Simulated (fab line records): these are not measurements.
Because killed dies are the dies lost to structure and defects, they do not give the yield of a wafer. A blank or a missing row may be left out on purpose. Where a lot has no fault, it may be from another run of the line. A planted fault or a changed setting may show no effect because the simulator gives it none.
One fault through the eyes of 2 desks	flow n5-finfet	each desk holds nothing but its own numbers, with what lay behind them at the end

## FOR THE TOOL OWNER'S DESK: rie-diel-03
The tool's own readings at N5_PMOS_HMC_CHANNEL_EPI_ETCH_32 (etches BARC in N2/H2, stops on SiO2, target depth 85.8 nm, time 50.3 s): means of the sampled wafers that have a number, for each lot that ran on this tool. Any lot whose mean is over 4 standard deviations away from the usual mean is out of limits and marked OUT; that distance is given in the brackets.
Columns: A = drypump-motor-current-A at N5_PMOS_HMC_CHANNEL_EPI_ETCH_32, usual 5.5 A; B = oes-product-au at N5_PMOS_HMC_CHANNEL_EPI_ETCH_32, usual 0.66 a.u.; C = rf-vpp-V at N5_PMOS_HMC_CHANNEL_EPI_ETCH_32, usual 522.9 V; D = showerhead-plenum-p-Torr at N5_PMOS_HMC_CHANNEL_EPI_ETCH_32, usual 2.50 Torr; E = throttle-valve-pct at N5_PMOS_HMC_CHANNEL_EPI_ETCH_32, usual 17.95 %
lot	first seen here	A	B	C	D	E
L403	day 1 23:22	5.4	0.73	522.5	2.49	17.74
L411	day 3 23:49	5.0	0.64	521.3	2.44	17.73
L412	day 4 06:04	5.4	0.66	521.2	2.41	17.72
L413	day 4 11:47	5.4	0.66	523.2	2.55	18.01
L415	day 4 23:23	5.6	0.70	523.2	2.53	17.91
L424	day 7 05:36	5.4	0.74	524.7	2.57	17.68
This desk's verdict: no lot among the 6 shows anything out of limits.

## AT THE METROLOGY DESK
Lot by lot, what the gauges showed, no matter which tool ran the lot: averages of those sampled wafers that carry a number. Any lot whose mean is over 4 standard deviations away from the usual mean is out of limits and marked OUT; that distance is given in the brackets.
Columns: A = cd-nm at N5_PASSIVATION_CD_MEAS_10, usual 2999.3 nm
lot	first seen here	A
L404	day 13 12:16	2996.7
L403	day 13 12:25	3000.6
L407	day 13 17:13	2998.3
L411	day 15 02:55	2997.9
L412	day 15 06:46	2999.9
L413	day 16 10:52	3001.1
L415	day 16 22:37	2999.0
L420	day 18 01:16	2996.7
L422	day 18 14:43	2999.4
L423	day 18 15:34	2999.0
L424	day 18 15:44	2999.2
This desk's verdict: no lot among the 11 shows anything out of limits.

## BROUGHT TOGETHER
Nothing out of limits was seen by the tool owner's desk.
Metrology desk: nothing out of limits seen.

## WHAT WAS PUT IN BY THE SIMULATOR
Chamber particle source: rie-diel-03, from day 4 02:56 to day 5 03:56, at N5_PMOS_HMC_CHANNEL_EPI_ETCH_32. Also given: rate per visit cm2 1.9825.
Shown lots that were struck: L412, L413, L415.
